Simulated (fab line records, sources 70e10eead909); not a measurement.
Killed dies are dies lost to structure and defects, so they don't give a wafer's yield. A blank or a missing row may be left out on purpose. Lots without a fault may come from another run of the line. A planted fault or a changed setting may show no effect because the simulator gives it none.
Chamber matching | flow nand_harc | NHARC_P_ZERO_WELL_DESCUM_13 on rie_diel-07: 4 sister chambers
The step chemistry O2, time 3 s. 8 wafers are shown with their chamber, then 11 later ones without.

WAFERS WITH THEIR CHAMBER
wafer  | chamber | showerhead_plenum_p_Torr (Torr) | drypump_motor_current_A (A)
L080.5 | 2       | 1.88                            | 5.5
L084.1 | 0       | 1.84                            | 6.0
L084.4 | 1       | 1.85                            | 5.2
L084.6 | 3       | 2.04                            | 5.1
L087.1 | 0       | 1.84                            | 6.0
L087.4 | 2       | 1.87                            | 5.6
L087.6 | 1       | 1.85                            | 5.2
L088.3 | 3       | 2.04                            | 5.1

WAFERS WITHOUT THEIR CHAMBER
wafer  | showerhead_plenum_p_Torr (Torr) | drypump_motor_current_A (A)
L088.4 | 1.84                            | 6.0
L088.5 | 1.85                            | 5.2
L091.1 | 1.87                            | 5.6
L091.3 | 1.84                            | 6.0
L091.6 | 1.85                            | 5.2
L093.1 | 1.87                            | 5.5
L093.2 | 2.04                            | 5.1
L093.4 | 1.85                            | 5.2
L094.2 | 1.85                            | 5.2
L094.3 | 1.87                            | 5.5
L094.6 | 1.84                            | 6.0

WHICH CHAMBER EACH WENT THROUGH
wafer  | from the rows above | in truth
L088.4 | 0                   | 0
L088.5 | 1                   | 1
L091.1 | 2                   | 2
L091.3 | 0                   | 0
L091.6 | 1                   | 1
L093.1 | 2                   | 2
L093.2 | 3                   | 3
L093.4 | 1                   | 1
L094.2 | 1                   | 1
L094.3 | 2                   | 2
L094.6 | 0                   | 0
Placed correctly: 11 of 11. Can't be placed from these rows: 0. Placed wrongly: 0.
How it was worked out, from the rows above alone: a wafer's distance from a chamber is the root of the sum, over the readings, of the square of ((its reading less the chamber's mean) divided by the reading's scatter). The wafer belongs to the nearest chamber; if the next one is less than 2 further off, it can't be placed. A chamber's mean is the mean of its shown wafers. The scatter: the root of (the sum of the squares of (reading less its chamber's mean) over the shown wafers, divided by (wafers less chambers)).
